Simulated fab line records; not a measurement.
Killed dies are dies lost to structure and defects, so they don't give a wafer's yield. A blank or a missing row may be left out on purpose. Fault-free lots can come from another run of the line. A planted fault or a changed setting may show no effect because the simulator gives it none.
8D (eight disciplines) problem report, filled in by code / flow nand_harc / the parts of the form that need people (team, actions taken, sign-off) are left out

1. PROBLEM STATEMENT
At NHARC_P_M2_CMP_23, time_to_endpoint_s averages 41.7 s over 5 wafers from 3 lots, while fault-free wafers read 28.9 s, standard deviation 2.4. That is +5.4 standard deviations from the usual mean.
The step: polishes, t overpolish 20 s, target thk 144.3 nm.
The first sign was on wafer L467.4 at day 10 08:58, on cmp-03. Wafers with a number at this step in the record: 36, from 12 lots. The rule behind "out" and "out of limits": a value lying over 4 standard deviations away from the usual mean. Any other wafer with a number is counted as sound.

2. WHAT IT IS; WHAT IT IS NOT
question=which readings at this step | is=time_to_endpoint_s | is not=motor_current_A
question=which lots | is=L467, L468, L470 | is not=L454, L455, L458, L459, L460, L461, L464, L465, L466
question=which wafers of those lots | is=L467.4, L467.6, L468.2, L470.4, L470.5 | is not=L467.1, L468.1, L468.3, L470.1
question=read on which tools | is=cmp-01, cmp-03 | is not=cmp-04
question=when | is=from day 10 08:58 | is not=up to then (25 sound wafers); but 6 sound wafers of L466, L468, L470 came after

3. WHAT RULES OUT EACH SUSPECT
Counting: if a tool at a process step up to the reading ran every lot that is out, it stays a suspect. Sound lots after the first of them don't rule it out here, since some wafers of a struck lot are sound.
- ecd_cu-02 at NHARC_P_M2_ECD_22 (material Cu, target thk 400 nm): kept. Every lot that is out went through it, the first being L467 (day 10 08:13); the last sound lot it ran before that was L464 (day 9 09:38).
The count leaves ecd_cu-02 at NHARC_P_M2_ECD_22.

4. THE CAUSE (what the simulator had put in)
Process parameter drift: ecd_cu-02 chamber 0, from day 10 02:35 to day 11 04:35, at NHARC_P_M2_ECD_22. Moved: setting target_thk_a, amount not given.
Counting left only this tool.

5. THE EFFECT CHAIN, in route order
Each row: a reading whose mean over the struck wafers that have a number lies more than 3 standard deviations from the usual. Only readings for which the record gives a usual standard deviation are gone through. hours: the time from each lot's start at the first step in this table that gives one to its start at this step, as a median over the lots. sigmas: the change in usual standard deviations.
hours=0; step=NHARC_P_M2_CMP_23; reading=time_to_endpoint_s; usual=28.9 s; on struck wafers=41.7; change=+12.8; sigmas=+5.4
Its process steps:
- NHARC_P_M2_CMP_23: polishes, t overpolish 20 s, target thk 144.3 nm.
At these later measuring or inspecting steps, every struck wafer for which the step has a row has a number for every such reading, and none has moved that far: NHARC_END_SORT_01.

6. WHAT WOULD HAVE CAUGHT IT SOONER
In this record the first reading out of limits was taken at day 10 08:58, 6 hours after the fault began at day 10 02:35.
Lots out: 3; of these, L468, L470 started NHARC_P_M2_ECD_22 on ecd_cu-02 after day 10 08:58. A hold on the tool at that time would have spared those 2.
